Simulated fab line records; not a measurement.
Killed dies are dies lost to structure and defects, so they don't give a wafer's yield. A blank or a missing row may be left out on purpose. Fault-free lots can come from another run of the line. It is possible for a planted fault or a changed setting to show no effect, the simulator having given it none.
Which tool is to blame? :: flow nand_harc :: 6 lots, 18 wafers sampled, at 5 steps of a route of 1302

== WHAT EACH GAUGE READ, for each wafer ==
NHARC_END_SORT_01.
lot: L114
measured: day 32 17:53
on: prober-01
killed_at_array: 673 675 675

== WHICH TOOL RAN EACH LOT (tool, then ch and the chambers of the sampled wafers, then the start) ==
lot: L999
NHARC_A_CONTACT_DEP_84: acl_dep-03 ch 0, day 23 16:14
NHARC_A_CONTACT_ETCH_135: har_cap_etch-01 ch 0,1, day 23 20:08
NHARC_A_CONTACT_ETCH_138: har_cap_etch-01 ch 0,1, day 23 21:14
NHARC_A_CONTACT_ALD_18: ald_metal-04 ch 0,3, day 23 23:25

lot: L100
NHARC_A_CONTACT_DEP_84: acl_dep-02 ch 0, day 24 07:26
NHARC_A_CONTACT_ETCH_135: har_cap_etch-03 ch 0,1, day 24 11:10
NHARC_A_CONTACT_ETCH_138: har_cap_etch-03 ch 0,1, day 24 11:59
NHARC_A_CONTACT_ALD_18: ald_metal-03 ch 0,1,3, day 24 13:59

lot: L103
NHARC_A_CONTACT_DEP_84: acl_dep-01 ch 0, day 25 08:02
NHARC_A_CONTACT_ETCH_135: har_cap_etch-03 ch 0,1, day 25 12:14
NHARC_A_CONTACT_ETCH_138: har_cap_etch-03 ch 0,1, day 25 13:02
NHARC_A_CONTACT_ALD_18: ald_metal-03 ch 0,1,2, day 25 15:02

lot: L107
NHARC_A_CONTACT_DEP_84: acl_dep-01 ch 0, day 27 00:23
NHARC_A_CONTACT_ETCH_135: har_cap_etch-02 ch 0,1, day 27 04:19
NHARC_A_CONTACT_ETCH_138: har_cap_etch-02 ch 0,1, day 27 05:24
NHARC_A_CONTACT_ALD_18: ald_metal-03 ch 0,2,3, day 27 07:29

lot: L114
NHARC_A_CONTACT_DEP_84: acl_dep-02 ch 0, day 30 13:48
NHARC_A_CONTACT_ETCH_135: har_cap_etch-02 ch 0,1, day 30 17:47
NHARC_A_CONTACT_ETCH_138: har_cap_etch-02 ch 0,1, day 30 18:37
NHARC_A_CONTACT_ALD_18: ald_metal-01 ch 0,3, day 30 20:39

lot: L117
NHARC_A_CONTACT_DEP_84: acl_dep-02 ch 0, day 31 01:13
NHARC_A_CONTACT_ETCH_135: har_cap_etch-02 ch 0,1, day 31 05:08
NHARC_A_CONTACT_ETCH_138: har_cap_etch-02 ch 0,1, day 31 05:57
NHARC_A_CONTACT_ALD_18: ald_metal-01 ch 0,2,3, day 31 07:55
- NHARC_A_CONTACT_DEP_84: deposits aC, target thk 2800 nm.
- NHARC_A_CONTACT_ETCH_135: etches the open film in C4F8/O2/Ar, time 311 s, target depth 1912 nm.
- NHARC_A_CONTACT_ETCH_138: etches the open film in C4F8/O2/Ar, time 311 s, target depth 1914 nm.
- NHARC_A_CONTACT_ALD_18: deposits TiN, target thk 3 nm, pulse time 1 s, ald cycles 150.

== THE ANSWER, worked out from the rows above alone ==
Rule: what is usual is taken from the lots themselves. The widest of any qualifying gaps counts: lots, ordered by their means at a reading, are off when they make up no more than a third of the lots, leave a main group of 4 or more, and stand apart from it by 3 or more times the standard deviation of that group's means. A main group whose means are all the same, to the digits that the tables above print for the reading, isn't used. Also off: a lot with no number at a reading for which 4 or more lots have one. The other lots that the step has rows for count as sound.
Nothing can be told from this: no lot is off at any reading shown.

== WHAT WAS PUT IN BY THE SIMULATOR ==
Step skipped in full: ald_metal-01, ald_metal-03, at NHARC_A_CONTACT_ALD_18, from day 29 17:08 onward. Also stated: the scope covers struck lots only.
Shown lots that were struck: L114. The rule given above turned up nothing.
